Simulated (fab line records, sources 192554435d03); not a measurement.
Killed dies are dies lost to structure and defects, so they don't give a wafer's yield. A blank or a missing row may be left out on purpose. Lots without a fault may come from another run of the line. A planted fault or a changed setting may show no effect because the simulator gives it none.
A struck lot beside a sound one | flow n5_finfet | 36 steps out of a route of 1938
Sound: wafers L401.1, L401.3, L401.5. Struck: wafer L414.6. (L414.1 of the same lot was not struck and is left out.) The cause comes at the end.
At each step with rows: each side's tool, then ch and its chambers, then its first start. Under that, the readings that differ: sound wafers | struck wafers | difference of the means | sigmas: that difference in standard deviations of wafers without a fault.
alike: readings whose means differ by less than 2 such deviations, and words and numbers that are the same on both sides. not compared: withheld readings, readings that some wafer has no value for, bounds like >300 that may hide the same value, and numbers for which the record gives no deviation and whose values overlap.
The two part at a step that has a row with sigmas, a row that says differs or no value, or rows on one side only. Numbers that don't overlap but have no deviation are shown without sigmas and don't part them. A reading that every wafer of one side lacks parts them only if that side has two wafers or more.

first, 9 steps without rows for these wafers: N5_BEOL_M4_ANNEAL_95 (time 240 s); N5_BEOL_M4_SPUTTER_96 (material Cu, target thk 4.5 nm, time 8.29 s); N5_BEOL_M4_ECD_50 (material Cu, target thk 300 nm); N5_BEOL_M4_ANNEAL_51 (time 90 s); N5_BEOL_M4_CMP_52 (polishes, stops on SiOC, t overpolish 6.8 s, target thk 40 nm); N5_BEOL_M4_PRE_CLEAN_60 (time 15 s); N5_BEOL_M4_CO_CAP_55 (material Co, precursor CCTBA/H2, target thk 2 nm, time 102.1 s); N5_BEOL_M4_PRE_CLEAN_56 (time 15 s); N5_BEOL_M4_DEP_57 (deposits SiCN from 3MS/NH3, target thk 8 nm, time 14 s).
N5_BEOL_M4_RC_MEAS_101:
  sound on prober-01 ch 0, day 8 12:38; struck on prober-01 ch 0, day 12 08:23
  alike: DIBL_N, DIBL_P, IOFF_N, IOFF_P, ION_N, ION_P, SS_N, SS_P, VT_N, VT_P
then, 24 steps without rows for these wafers: N5_BEOL_M5_ILD_DEP_00 (deposits SiCOH lowk from DEMS/porogen, target thk 140.64 nm, time 25.9 s); N5_BEOL_M5_CURE_79 (cures SiCOH lowk, time 240 s); N5_BEOL_M5_PECVD_70 (deposits SiO2 from TEOS/O2, target thk 16 nm, time 18 s); N5_BEOL_M5_HM_DEP_02 (deposits TiN, target thk 20 nm); N5_BEOL_M5_COAT_59 (time 60 s, resist thk 60 nm); N5_BEOL_M5_COAT_60 (time 60 s, resist thk 12 nm); N5_BEOL_M5_COAT_71 (time 60 s, resist thk 5 nm); N5_BEOL_M5_COAT_05 (resist thk 30 nm); N5_BEOL_M5_EBR_07; N5_BEOL_M5_SOFTBAKE_06 (time 60 s); N5_BEOL_M5_EXPOSE_08 (exposes mask M5, target cd 28 nm); N5_BEOL_M5_PEB_09 (peb time 60 s); N5_BEOL_M5_DEVELOP_10 (develop time 30 s); N5_BEOL_M5_DESCUM_16 (chemistry O2, time 7 s); N5_BEOL_M5_ETCH_72 (etches underlayer in N2/H2, target depth 6.5 nm, time 5.2 s); N5_BEOL_M5_ETCH_61 (etches SiARC in CF4, target depth 15.6 nm, time 26 s); N5_BEOL_M5_ETCH_62 (etches SOC in N2/H2, target depth 75 nm, overetch 15 nm, time 112.5 s); N5_BEOL_M5_STRIP_63 (strips in N2/H2); N5_BEOL_M5_STRIP_73 (strips in N2/H2); N5_BEOL_M5_STRIP_64 (strips in CF4); N5_BEOL_M5_HM_OPEN_17 (chemistry Cl2/BCl3, target TiN, target depth 20 nm, overetch 6 nm); N5_BEOL_M5_STRIP_19 (strips in O2); N5_BEOL_M5_COAT_65 (time 60 s, resist thk 60 nm); N5_BEOL_M5_COAT_66 (time 60 s, resist thk 12 nm).
-- the record jumps here: 4 days lie between the struck wafers' starts before and after (it left off in module BEOL_M5 and takes up again in module PASSIVATION, whose first step shown is number 1915 of the route) --
N5_PASSIVATION_PECVD_53: deposits SiO2 from TEOS/O2, target thk 800 nm, time 169.4 s.
  sound on pecvd-03 ch 0,2, day 12 11:26; struck on pecvd-03 ch 1, day 16 08:27
  reading                                        | sound             | struck | difference | sigmas
  run_length_s (s)                               | 197.5 197.7 197.5 | 352.0  | +154.4     | +99 or more
  model.SiO2_of_PASSIVATION_PECVD_53.thk_nm (nm) | 788.6 787.2 801   | 1537   | +745       |
N5_PASSIVATION_PROBE_49:
  the record has rows for the struck wafers here (prober-02, day 16 12:34) and none for the sound ones

WHERE THEY PART
First at N5_PASSIVATION_PECVD_53; last, within this record, at N5_PASSIVATION_PROBE_49.

WHY: what the simulator had put in
Process parameter drift: pecvd-03, from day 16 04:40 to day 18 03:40, at N5_PASSIVATION_PECVD_53. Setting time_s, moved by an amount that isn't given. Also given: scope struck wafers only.
